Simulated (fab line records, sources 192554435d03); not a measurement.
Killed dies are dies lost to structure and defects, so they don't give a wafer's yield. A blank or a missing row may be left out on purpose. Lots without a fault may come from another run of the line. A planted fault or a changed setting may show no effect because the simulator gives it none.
Split-lot experiment | flow n5_finfet | 7 lots, 39 wafers read, on a route of 1938 steps

THE SPLIT
At N5_FIN_SAQP_ALD_61 (deposits SiO2, target thk 4 nm, pulse time 1 s, purge time 2 s), the setting ald_cycles was moved away from the recipe's 43 on 12 of the 39 wafers read, by -4.7% to +9.3%. The other wafers ran this setting at the recipe's value.

The reading is taken at the split's own step.

THE READING
SiO2_of_FIN_SAQP_ALD_61.thk_nm (the simulator's own value, which no gauge read), in nm, at N5_FIN_SAQP_ALD_61 (deposits SiO2, target thk 4 nm, pulse time 1 s, purge time 2 s). The file gives no usual value for it. The 27 wafers here that ran the recipe average 4.001 nm, standard deviation 0.016 nm.

wafer  | tool, chamber at the split | ald_cycles as run | against the recipe | SiO2_of_FIN_SAQP_ALD_61.thk_nm, nm | against lot-mates on the recipe
L074.1 | ald_sin-03, 3              | 43                | recipe             | 4.01                               | -
L074.2 | ald_sin-03, 1              | 43                | recipe             | 3.995                              | -
L074.3 | ald_sin-03, 2              | 43                | recipe             | 3.979                              | -
L074.4 | ald_sin-03, 0              | 43                | recipe             | 3.986                              | -
L074.5 | ald_sin-03, 3              | 43                | recipe             | 3.997                              | -
L074.6 | ald_sin-03, 0              | 43                | recipe             | 3.984                              | -
L076.1 | ald_sin-02, 1              | 43                | recipe             | 3.987                              | -
L076.2 | ald_sin-02, 0              | 43                | recipe             | 3.978                              | -
L076.3 | ald_sin-02, 3              | 43                | recipe             | 3.99                               | -
L076.4 | ald_sin-02, 2              | 43                | recipe             | 4.013                              | -
L076.5 | ald_sin-02, 2              | 43                | recipe             | 4.014                              | -
L076.6 | ald_sin-02, 3              | 43                | recipe             | 3.994                              | -
L079.1 | ald_sin-04, 3              | 43                | recipe             | 4.001                              | -
L079.2 | ald_sin-04, 0              | 47                | +9.3%              | 4.377                              | +0.383
L079.3 | ald_sin-04, 2              | 47                | +9.3%              | 4.405                              | +0.411
L079.4 | ald_sin-04, 1              | 47                | +9.3%              | 4.359                              | +0.365
L079.5 | ald_sin-04, 1              | 43                | recipe             | 3.965                              | -
L079.6 | ald_sin-04, 2              | 43                | recipe             | 4.015                              | -
L087.1 | ald_sin-02, 3              | 41                | -4.7%              | 3.85                               | -0.173
L087.2 | ald_sin-02, 0              | 41                | -4.7%              | 3.857                              | -0.166
L087.3 | ald_sin-02, 1              | 43                | recipe             | 4.01                               | -
L087.4 | ald_sin-02, 2              | 41                | -4.7%              | 3.83                               | -0.193
L087.5 | ald_sin-02, 2              | 43                | recipe             | 4.037                              | -
L087.6 | ald_sin-02, 3              | 43                | recipe             | 4.021                              | -
L090.1 | ald_sin-04, 0              | 41                | -4.7%              | 3.803                              | -0.201
L090.2 | ald_sin-04, 1              | 43                | recipe             | 3.994                              | -
L090.3 | ald_sin-04, 2              | 43                | recipe             | 4.022                              | -
L090.4 | ald_sin-04, 3              | 41                | -4.7%              | 3.794                              | -0.210
L090.5 | ald_sin-04, 1              | 43                | recipe             | 3.996                              | -
L090.6 | ald_sin-04, 0              | 41                | -4.7%              | 3.814                              | -0.190
L092.2 | ald_sin-04, 0              | 43                | recipe             | 4.018                              | -
L092.3 | ald_sin-04, 2              | 43                | recipe             | 4.019                              | -
L092.4 | ald_sin-04, 1              | 43                | recipe             | 4.004                              | -
L093.1 | ald_sin-03, 1              | 45                | +4.7%              | 4.196                              | +0.194
L093.2 | ald_sin-03, 2              | 45                | +4.7%              | 4.195                              | +0.193
L093.3 | ald_sin-03, 3              | 45                | +4.7%              | 4.177                              | +0.175
L093.4 | ald_sin-03, 0              | 43                | recipe             | 4.003                              | -
L093.5 | ald_sin-03, 2              | 43                | recipe             | 3.992                              | -
L093.6 | ald_sin-03, 3              | 43                | recipe             | 4.011                              | -

THE FIT
A straight line over all 39 wafers: SiO2_of_FIN_SAQP_ALD_61.thk_nm changes by +0.0398 nm for each +1% of ald_cycles; r = +0.99; the points scatter about the line by 0.018 nm.
The same after taking each lot's own level away (the mean of its wafers on the recipe; 39 wafers): +0.0411 nm for each +1%; r = +1.00; scatter 0.014 nm.
On that fit, the largest move of ald_cycles shifts the reading by 0.38 nm.
The lots' own levels span 3.9918 to 4.0227 nm, that is 1.9 times the standard deviation above.
So the lot-to-lot level changes the slope little: the two slopes agree.
Check: with one of the wafers moved furthest among these (+9.3%) left out of the fit, the line predicts +0.382 nm for it against its lot-mates. It came out at +0.383 nm against them.

THE FILE'S OWN FIT
SiO2_of_FIN_SAQP_ALD_61.thk_nm changes by +0.0411 nm for each +1% of ald_cycles, r = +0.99.
